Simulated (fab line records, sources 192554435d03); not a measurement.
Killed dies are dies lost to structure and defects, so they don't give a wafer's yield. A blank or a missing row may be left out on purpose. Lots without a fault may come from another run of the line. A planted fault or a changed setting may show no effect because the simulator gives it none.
A struck lot beside a sound one | flow n5_finfet | 30 steps out of a route of 1938
Sound: wafers L412.1, L412.3, L412.5. Struck: wafers L416.1, L416.2, L416.3. The cause comes at the end.
At each step with rows: each side's tool, then ch and its chambers, then its first start. Under that, the readings that differ: sound wafers | struck wafers | difference of the means | sigmas: that difference in standard deviations of wafers without a fault.
alike: readings whose means differ by less than 2 such deviations, and words and numbers that are the same on both sides. not compared: withheld readings, readings that some wafer has no value for, bounds like >300 that may hide the same value, and numbers for which the record gives no deviation and whose values overlap.
The two part at a step that has a row with sigmas, a row that says differs or no value, or rows on one side only. Numbers that don't overlap but have no deviation are shown without sigmas and don't part them. A reading that every wafer of one side lacks parts them only if that side has two wafers or more.

first, 3 steps without rows for these wafers: N5_BEOL_M5_EXPOSE_08 (exposes mask M5, target cd 28 nm); N5_BEOL_M5_PEB_09 (peb time 60 s); N5_BEOL_M5_DEVELOP_10 (develop time 30 s).
N5_BEOL_M5_CD_MEAS_11: target cd 27.74 nm.
  sound on cd_sem-03 ch 0, day 9 11:29; struck on cd_sem-02 ch 0, day 10 17:49
  alike: cd_nm
N5_BEOL_M5_OVL_MEAS_12:
  sound on overlay-01 ch 0, day 9 11:31; struck on overlay-02 ch 0, day 10 17:52
  alike: M5_OVL
N5_BEOL_M5_INSPECT_13: inspects for defects (brightfield).
  sound on defect_inspect-02, day 9 11:34; struck on defect_inspect-02, day 10 17:55
  reading          | sound       | struck      | difference | sigmas
  raw_defect_count | 440 409 304 | 466 586 708 | +202       | +2
then, 1 step without rows for these wafers: N5_BEOL_M5_DESCUM_16 (chemistry O2, time 7 s).
N5_BEOL_M5_ETCH_72: etches underlayer in N2/H2, target depth 6.5 nm, time 5.2 s.
  sound on rie_diel-01 ch 1,2,3, day 9 12:00; struck on rie_diel-01 ch 0,1,2, day 10 17:59
  alike: bias_w, drypump_motor_current_A, etch_rf_on_time_s, oes_product_au, rf_vpp_V, showerhead_plenum_p_Torr, throttle_valve_pct
  not compared: rf_hours_counter_h
then, 1 step without rows for these wafers: N5_BEOL_M5_ETCH_61 (etches SiARC in CF4, target depth 15.6 nm, time 26 s).
N5_BEOL_M5_ETCH_62: etches SOC in N2/H2, target depth 75 nm, overetch 15 nm, time 112.5 s.
  sound on rie_diel-01 ch 1,2,3, day 9 12:02; struck on rie_diel-01 ch 0,1,2, day 10 18:02
  alike: bias_w, drypump_motor_current_A, oes_product_au, rf_vpp_V, showerhead_plenum_p_Torr, throttle_valve_pct
  not compared: rf_hours_counter_h
then, 2 steps without rows for these wafers: N5_BEOL_M5_STRIP_63 (strips in N2/H2); N5_BEOL_M5_STRIP_73 (strips in N2/H2).
N5_BEOL_M5_STRIP_64: strips in CF4.
  sound on rie_diel-01 ch 1,2,3, day 9 12:10; struck on rie_diel-01 ch 0,1,2, day 10 18:10
  alike: drypump_motor_current_A, oes_product_au, rf_vpp_V, showerhead_plenum_p_Torr, throttle_valve_pct
  not compared: rf_hours_counter_h
N5_BEOL_M5_HM_OPEN_17: chemistry Cl2/BCl3, target TiN, target depth 20 nm, overetch 6 nm.
  sound on rie_metal-03 ch 0, day 9 12:13; struck on rie_metal-01 ch 0,1, day 10 18:13
  alike: bias_w, drypump_motor_current_A, oes_product_au, throttle_valve_pct
  not compared: rf_hours_counter_h
N5_BEOL_M5_STRIP_19: strips in O2.
  sound on rie_diel-03 ch 1,3, day 9 12:20; struck on rie_diel-03 ch 0,1,2, day 10 18:19
  alike: drypump_motor_current_A, oes_product_au, rf_vpp_V, showerhead_plenum_p_Torr, throttle_valve_pct
  not compared: rf_hours_counter_h
N5_BEOL_M5_CD_MEAS_18: pitch 56 nm, target cd 28 nm.
  sound on cd_sem-01, day 9 12:24; struck on cd_sem-02, day 10 18:23
  alike: cd_nm
then, 9 steps without rows for these wafers: N5_BEOL_M5_COAT_65 (time 60 s, resist thk 60 nm); N5_BEOL_M5_COAT_66 (time 60 s, resist thk 12 nm); N5_BEOL_M5_COAT_74 (time 60 s, resist thk 5 nm); N5_BEOL_M5_COAT_22 (resist thk 30 nm); N5_BEOL_M5_EBR_24; N5_BEOL_M5_SOFTBAKE_23 (time 60 s); N5_BEOL_M5_EXPOSE_25 (exposes mask V4, defocus 10 nm); N5_BEOL_M5_PEB_26 (peb time 60 s); N5_BEOL_M5_DEVELOP_27 (develop time 30 s).
N5_BEOL_M5_CD_MEAS_28: target cd 30.6 nm, target cd y 20 nm.
  sound on cd_sem-01 ch 0, day 9 14:01; struck on cd_sem-01 ch 0, day 10 18:42
  alike: cd_nm
N5_BEOL_M5_OVL_MEAS_29:
  sound on overlay-01 ch 0, day 9 14:05; struck on overlay-02 ch 0, day 10 18:44
  alike: V4_OVL
N5_BEOL_M5_INSPECT_30: inspects for defects (brightfield).
  sound on defect_inspect-02, day 9 14:08; struck on defect_inspect-01, day 10 18:47
  reading          | sound       | struck       | difference | sigmas
  raw_defect_count | 440 393 312 | 729 847 1022 | +484       | +5
N5_BEOL_M5_DESCUM_33: chemistry O2, time 7 s.
  sound on rie_diel-06 ch 1,3, day 9 14:10; struck on rie_diel-03 ch 0,2,3, day 10 18:49
  alike: drypump_motor_current_A, oes_product_au, rf_vpp_V, showerhead_plenum_p_Torr, throttle_valve_pct
  not compared: rf_hours_counter_h
-- the record jumps here: 5 days lie between the struck wafers' starts before and after (it left off in module BEOL_M5 and takes up again in module PASSIVATION, whose first step shown is number 1936 of the route) --
N5_PASSIVATION_PROBE_49:
  sound on prober-02, day 13 15:38; struck on prober-02, day 15 22:28
  reading                  | sound          | struck         | difference | sigmas
  defect_limited_yield (%) | 90.3 90.3 92.5 | 82.8 86.9 87.0 | -5.5       | -3
  killed_at_M4_up          | 12 31 16       | 113 86 93      | +78        | +15
  killed_dies              | 115 114 88     | 203 155 153    | +65        | +3
  sort_bin_5_function (%)  | 5.4 5.3 4.9    | 10.3 8.3 8.4   | +3.8       | +3
  sort_n_pass              | 1065 1066 1092 | 977 1025 1027  | -65        | -3
  sort_yield_pct (%)       | 90.3 90.3 92.5 | 82.8 86.9 87.0 | -5.5       | -3
  alike: killed_at_M0_to_M3, killed_at_contacts, killed_at_front_end, killed_at_other, killed_open, killed_short, sort_bin_6_memory

WHERE THEY PART
First at N5_BEOL_M5_INSPECT_13; last, within this record, at N5_PASSIVATION_PROBE_49.

WHY: what the simulator had put in
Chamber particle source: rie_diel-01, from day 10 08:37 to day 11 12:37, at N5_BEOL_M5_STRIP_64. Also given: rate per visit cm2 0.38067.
